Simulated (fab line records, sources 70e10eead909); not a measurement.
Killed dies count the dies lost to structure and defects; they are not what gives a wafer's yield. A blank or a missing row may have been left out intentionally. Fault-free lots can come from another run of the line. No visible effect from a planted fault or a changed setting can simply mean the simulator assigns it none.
3 desks, one fault :: flow nand-harc :: every desk sees just its own numbers, and what lay behind them comes last

THE DEFECT DESK
Inspection counts along the route, by lot: the mean over sampled wafers that carry a number. Marked OUT: a lot whose mean sits more than 4 standard deviations from the usual mean, which makes it out of limits; the brackets give that distance.
Columns: A = raw-defect-count at NHARC_A_CHANNEL_FILL_D1_INSPECT_13, usual 317
lot: L292
first seen here: day 11 07:55
A: 257

lot: L300
first seen here: day 14 02:37
A: 512

lot: L302
first seen here: day 14 21:31
A: 405

lot: L303
first seen here: day 15 10:53
A: 170

lot: L304
first seen here: day 15 10:53
A: 334

lot: L313
first seen here: day 19 16:12
A: 263

lot: L312
first seen here: day 19 16:13
A: 200
This desk found nothing out of limits on any of the 7 lots.

AT THE TOOL OWNER'S DESK: cmp-04
The tool's own readings at NHARC_A_DECK1_JOINT_CMP_13 (polishes, target thk 51.023 nm): means of the sampled wafers that have a number, for each lot that ran on this tool. Marked OUT: a lot whose mean sits more than 4 standard deviations from the usual mean, which makes it out of limits; the brackets give that distance.
Columns: A = motor-current-A at NHARC_A_DECK1_JOINT_CMP_13, usual 11.9 A; B = time-to-endpoint-s at NHARC_A_DECK1_JOINT_CMP_13, usual 9.4 s
lot: L300
first seen here: day 14 12:57
A: 11.6
B: 17.5

lot: L302
first seen here: day 15 07:41
A: 11.2
B: 16.4

lot: L303
first seen here: day 15 21:05
A: 11.3
B: 16.6

lot: L312
first seen here: day 20 02:34
A: 12.8
B: 7.7
This desk found nothing out of limits on any of the 4 lots.

FROM THE METROLOGY DESK
What the gauges read for every lot (on any tool): the sampled wafers with a number, averaged. Marked OUT: a lot whose mean sits more than 4 standard deviations from the usual mean, which makes it out of limits; the brackets give that distance.
Columns: A = thk-nm at NHARC_A_DECK1_JOINT_THK_MEAS_14, usual 51.3 nm
lot: L292
first seen here: day 11 22:02
A: 50.5

lot: L300
first seen here: day 14 13:11
A: 52.3

lot: L302
first seen here: day 15 07:57
A: 50.3

lot: L303
first seen here: day 15 21:19
A: 53.0

lot: L304
first seen here: day 15 21:19
A: 51.7

lot: L312
first seen here: day 20 02:49
A: 53.0

lot: L313
first seen here: day 20 02:50
A: 51.7
This desk found nothing out of limits on any of the 7 lots.

TAKEN TOGETHER
No out-of-limits result turned up at the defect desk.
The desk of the tool owner found nothing out of limits.
At the metrology desk, nothing out of limits was observed.

WHAT THE SIMULATOR PUT IN
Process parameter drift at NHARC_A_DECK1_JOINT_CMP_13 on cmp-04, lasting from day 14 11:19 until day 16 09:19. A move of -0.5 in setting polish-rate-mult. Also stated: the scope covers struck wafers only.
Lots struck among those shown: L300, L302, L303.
